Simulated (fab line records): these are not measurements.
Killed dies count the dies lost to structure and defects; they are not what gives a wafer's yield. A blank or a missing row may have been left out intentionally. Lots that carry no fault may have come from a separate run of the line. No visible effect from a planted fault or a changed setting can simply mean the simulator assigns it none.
Chamber matching / flow n5_finfet / N5_DUMMY_GATE_STRIP_41 on rie_diel-05 has 4 sister chambers
The step strips in O2. 8 wafers are shown with their chamber, then 10 later ones without.

== WAFERS WITH THEIR CHAMBER ==
wafer=L083.2; chamber=0; throttle_valve_pct (%)=16.63; showerhead_plenum_p_Torr (Torr)=2.25
wafer=L089.4; chamber=2; throttle_valve_pct (%)=16.69; showerhead_plenum_p_Torr (Torr)=2.24
wafer=L089.6; chamber=3; throttle_valve_pct (%)=16.40; showerhead_plenum_p_Torr (Torr)=2.07
wafer=L091.2; chamber=3; throttle_valve_pct (%)=16.40; showerhead_plenum_p_Torr (Torr)=2.07
wafer=L091.5; chamber=2; throttle_valve_pct (%)=16.70; showerhead_plenum_p_Torr (Torr)=2.24
wafer=L091.6; chamber=1; throttle_valve_pct (%)=16.81; showerhead_plenum_p_Torr (Torr)=2.23
wafer=L092.3; chamber=0; throttle_valve_pct (%)=16.65; showerhead_plenum_p_Torr (Torr)=2.24
wafer=L092.5; chamber=1; throttle_valve_pct (%)=16.82; showerhead_plenum_p_Torr (Torr)=2.23

== WAFERS WHOSE CHAMBER IS MISSING ==
wafer=L092.6; throttle_valve_pct (%)=16.66; showerhead_plenum_p_Torr (Torr)=2.24
wafer=L093.2; throttle_valve_pct (%)=16.66; showerhead_plenum_p_Torr (Torr)=2.24
wafer=L093.3; throttle_valve_pct (%)=16.71; showerhead_plenum_p_Torr (Torr)=2.24
wafer=L093.4; throttle_valve_pct (%)=16.81; showerhead_plenum_p_Torr (Torr)=2.23
wafer=L094.3; throttle_valve_pct (%)=16.71; showerhead_plenum_p_Torr (Torr)=2.24
wafer=L094.5; throttle_valve_pct (%)=16.83; showerhead_plenum_p_Torr (Torr)=2.23
wafer=L094.6; throttle_valve_pct (%)=16.66; showerhead_plenum_p_Torr (Torr)=2.24
wafer=L096.1; throttle_valve_pct (%)=16.68; showerhead_plenum_p_Torr (Torr)=2.24
wafer=L096.2; throttle_valve_pct (%)=16.83; showerhead_plenum_p_Torr (Torr)=2.23
wafer=L096.5; throttle_valve_pct (%)=16.83; showerhead_plenum_p_Torr (Torr)=2.23

== CHAMBER TAKEN BY EACH ==
wafer=L092.6; from the rows above=can't be placed: 0 or 2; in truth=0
wafer=L093.2; from the rows above=can't be placed: 0 or 2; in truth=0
wafer=L093.3; from the rows above=2; in truth=2
wafer=L093.4; from the rows above=1; in truth=1
wafer=L094.3; from the rows above=2; in truth=2
wafer=L094.5; from the rows above=1; in truth=1
wafer=L094.6; from the rows above=can't be placed: 0 or 2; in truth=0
wafer=L096.1; from the rows above=2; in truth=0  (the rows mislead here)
wafer=L096.2; from the rows above=1; in truth=1
wafer=L096.5; from the rows above=1; in truth=1
Placed correctly: 6 of 10. From these rows, 3 cannot be placed; in 3 the true chamber is one of the candidates. Placed wrongly: 1.
How it was worked out, from the rows above alone: a wafer's distance from a chamber is the root of the sum, over the readings, of the square of ((its reading less the chamber's mean) divided by the reading's scatter). If the next closest chamber is less than 2 further off than the closest, the wafer can't be placed; otherwise it belongs to the closest. For every chamber, the mean is computed from those of its wafers that are shown. The scatter is the square root of a quotient: the sum, over the shown wafers, of each reading's squared deviation from its chamber's mean, divided by wafers minus chambers.
